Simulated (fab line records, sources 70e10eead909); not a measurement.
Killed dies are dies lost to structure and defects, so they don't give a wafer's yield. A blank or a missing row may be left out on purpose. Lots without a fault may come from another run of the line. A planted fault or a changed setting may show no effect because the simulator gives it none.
Tool commonality check | flow nand_harc | 2 lots, 6 wafers sampled

WHY IT WAS OPENED
At NHARC_END_SORT_01 the reading killed_dies is flagged on 2 of 2 lots. Wafers without a fault read 27, standard deviation 8.6.
Rule: a lot is flagged when every wafer of it that has a number lies more than 4 standard deviations from that mean, or none has a number. The other lots count as sound.

lot  | measured     | on        | killed_dies, wafer by wafer | flag
L477 | day 22 11:36 | prober-01 | 83 83 91                    | FLAGGED
L475 | day 22 21:02 | prober-01 | 64 64 62                    | FLAGGED
The numbers of the flagged lots are 74 on average: +48 against the usual, or +6 standard deviations.

WHICH TOOL RAN EACH LOT
The record holds 2 process steps before the reading, out of a route of 1159 steps. In each cell: the tool, then ch and the chambers that the sampled wafers went through, then the start.
lot  | flag    | NHARC_A_CHANNEL_FILL_D1_ALD_03      | NHARC_A_BONDPAD_ETCH_24
L477 | FLAGGED | ald_sin_batch-01 ch 0, day 12 04:14 | rie_diel-09 ch 0,2,3, day 21 14:09 or earlier
L475 | FLAGGED | ald_sin_batch-01 ch 0, day 12 04:14 | rie_diel-11 ch 0,1,3, day 21 19:34 or earlier
What these steps do:
- NHARC_A_CHANNEL_FILL_D1_ALD_03: deposits SiNx, target thk 6 nm, pulse time 60 s, ald cycles 58.
- NHARC_A_BONDPAD_ETCH_24: etches the open film in CF4/N2, target depth 30 nm, time 72.99 s.
- NHARC_END_SORT_01

FLAGGED OVER TOTAL, TOOL BY TOOL (the gauges that took the reading come last)
step                           | tool             | lots run | flagged | share of the flagged lots | sound lots run after its first flagged lot
NHARC_A_CHANNEL_FILL_D1_ALD_03 | ald_sin_batch-01 | 2        | 2       | all                       | 0
NHARC_A_BONDPAD_ETCH_24        | rie_diel-09      | 1        | 1       | some                      | 0
NHARC_A_BONDPAD_ETCH_24        | rie_diel-11      | 1        | 1       | some                      | 0
NHARC_END_SORT_01              | prober-01        | 2        | 2       | all                       | 0
NHARC_A_BONDPAD_ETCH_24 gives no start for some lots, so the hours and the order of its lots are those of NHARC_THIN_TSV_CD_MEAS_16.

WHAT THE TABLE ALLOWS
2 rows of the table ran every flagged lot: ald_sin_batch-01 at NHARC_A_CHANNEL_FILL_D1_ALD_03, prober-01 at NHARC_END_SORT_01.
- ald_sin_batch-01 at NHARC_A_CHANNEL_FILL_D1_ALD_03: 2 of its 2 lots flagged. It ran no sound lot before its first flagged lot in this sample, so the start can't be narrowed down.
- prober-01 at NHARC_END_SORT_01: 2 of its 2 lots flagged. It ran no sound lot before its first flagged lot in this sample, so the start can't be narrowed down.
Counting lots can't tell these 2 tools apart, because each fits a fault that began at some hour. More lots, or a look at what each step does to the wafer, might.

WHAT THE SIMULATOR HAD PUT IN
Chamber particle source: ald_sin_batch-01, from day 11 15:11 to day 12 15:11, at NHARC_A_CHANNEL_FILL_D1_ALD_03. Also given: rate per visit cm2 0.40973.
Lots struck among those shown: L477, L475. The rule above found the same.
